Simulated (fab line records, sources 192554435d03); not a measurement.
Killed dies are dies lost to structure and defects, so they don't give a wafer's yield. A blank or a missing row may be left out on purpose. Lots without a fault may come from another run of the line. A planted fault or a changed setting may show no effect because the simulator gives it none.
Split-lot experiment | flow n5_finfet | 7 lots, 21 wafers read, on a route of 1938 steps

THE SPLIT
At N5_BEOL_M14_EXPOSE_25 (exposes mask M14, target cd 280 nm), the setting dose_mj was moved away from the recipe's 26.6 on 8 of the 21 wafers read, by -7.4% to +4.1%. The other wafers ran this setting at the recipe's value.

FROM THE SPLIT TO THE READING: what the file shows between them, 3 steps
- N5_BEOL_M14_PEB_26: peb time 90 s
- N5_BEOL_M14_DEVELOP_27: develop time 45 s
- N5_BEOL_M14_HARDBAKE_32: time 120 s

THE READING
cd_nm, in nm, at N5_BEOL_M14_CD_MEAS_28 (target cd 284.4 nm). Fault-free wafers of this fab line usually give 285.3 nm, standard deviation 2.2 nm.

wafer  | tool, chamber at the split | dose_mj as run | against the recipe | cd_nm, nm | against lot-mates on the recipe
L078.3 | krf_scanner-01, 0          | 26.6           | recipe             | 288.8     | -
L078.4 | krf_scanner-01, 0          | 25.83          | -2.9%              | 284.5     | -2.8
L078.6 | krf_scanner-01, 0          | 26.6           | recipe             | 285.8     | -
L085.2 | krf_scanner-02, 0          | 26.6           | recipe             | 282.6     | -
L085.3 | krf_scanner-02, 0          | 24.81          | -6.7%              | 272.5     | -10.5
L085.5 | krf_scanner-02, 0          | 26.6           | recipe             | 283.4     | -
L084.1 | krf_scanner-02, 0          | 26.6           | recipe             | 283.1     | -
L084.3 | krf_scanner-02, 0          | 26.6           | recipe             | 285.5     | -
L084.5 | krf_scanner-02, 0          | 27.58          | +3.7%              | 288.5     | +4.2
L087.1 | krf_scanner-01, 0          | 26.6           | recipe             | 284.7     | -
L087.2 | krf_scanner-01, 0          | 26.6           | recipe             | 284.9     | -
L087.6 | krf_scanner-01, 0          | 26.6           | recipe             | 286.5     | -
L091.1 | krf_scanner-01, 0          | 24.62          | -7.4%              | 270.7     | -17.6
L091.3 | krf_scanner-01, 0          | 24.62          | -7.4%              | 275.1     | -13.2
L091.5 | krf_scanner-01, 0          | 26.6           | recipe             | 288.3     | -
L096.1 | krf_scanner-01, 0          | 27.7           | +4.1%              | 293.0     | +8.9
L096.4 | krf_scanner-01, 0          | 26.6           | recipe             | 285.3     | -
L096.5 | krf_scanner-01, 0          | 26.6           | recipe             | 283.0     | -
L097.1 | krf_scanner-02, 0          | 27.54          | +3.5%              | 291.2     | +8.7
L097.2 | krf_scanner-02, 0          | 27.54          | +3.5%              | 288.7     | +6.2
L097.4 | krf_scanner-02, 0          | 26.6           | recipe             | 282.5     | -

THE FIT
A straight line over all 21 wafers: cd_nm changes by +1.57 nm for each +1% of dose_mj; r = +0.92; the points scatter about the line by 2.2 nm.
The same after taking each lot's own level away (the mean of its wafers on the recipe; 21 wafers): +1.88 nm for each +1%; r = +0.97; scatter 1.6 nm.
On that fit, the largest move of dose_mj shifts the reading by 14 nm.
The lots' own levels span 282.50 to 288.30 nm, that is 2.6 times the standard deviation above.
So the lot-to-lot level changes the slope: the two fits differ.
Check: with one of the wafers moved furthest among these (-7.4%) left out of the fit, the line predicts -12.5 nm for it against its lot-mates. It came out at -17.6 nm against them.

OTHER SPLITS ON THESE WAFERS
These wafers also went through other splits before the reading. Each is held against what the fit with the lots' levels taken away leaves over:
other split on the same wafers    | wafers away from the commonest value | r with cd_nm (lot level and that fit taken away)
N5_BEOL_M13_TRENCH_ETCH_34 time_s | 7                                    | -0.42
N5_BEOL_M13_SPUTTER_43 time_s     | 8                                    | -0.29

THE WHOLE CHAIN: every reading that the file lists as answering this split, in the file's order
step                       | what it does                                                    | reading                                                         | change (the file's fit)              | r (the file's)
N5_BEOL_M14_CD_MEAS_28     | target cd 284.4 nm                                              | cd_nm                                                           | +1.78 nm for each +1% of the setting | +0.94
N5_BEOL_M14_DESCUM_33      | chemistry O2, time 7.9 s                                        | BEOL_M14.cd_nm (the simulator's own value, which no gauge read) | +1.7 nm for each +1% of the setting  | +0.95
N5_BEOL_M14_ETCH_68        | etches SOC in N2/H2, time 450 s                                 | BEOL_M14.cd_nm (the simulator's own value, which no gauge read) | +1.83 nm for each +1% of the setting | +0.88
N5_BEOL_M14_TRENCH_ETCH_34 | etches SiO2 in C4F8/O2/Ar, target depth 556.65 nm, time 126.9 s | BEOL_M14.cd_nm (the simulator's own value, which no gauge read) | +1.85 nm for each +1% of the setting | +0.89

THE FILE'S OWN FIT
cd_nm changes by +1.78 nm for each +1% of dose_mj, r = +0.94.
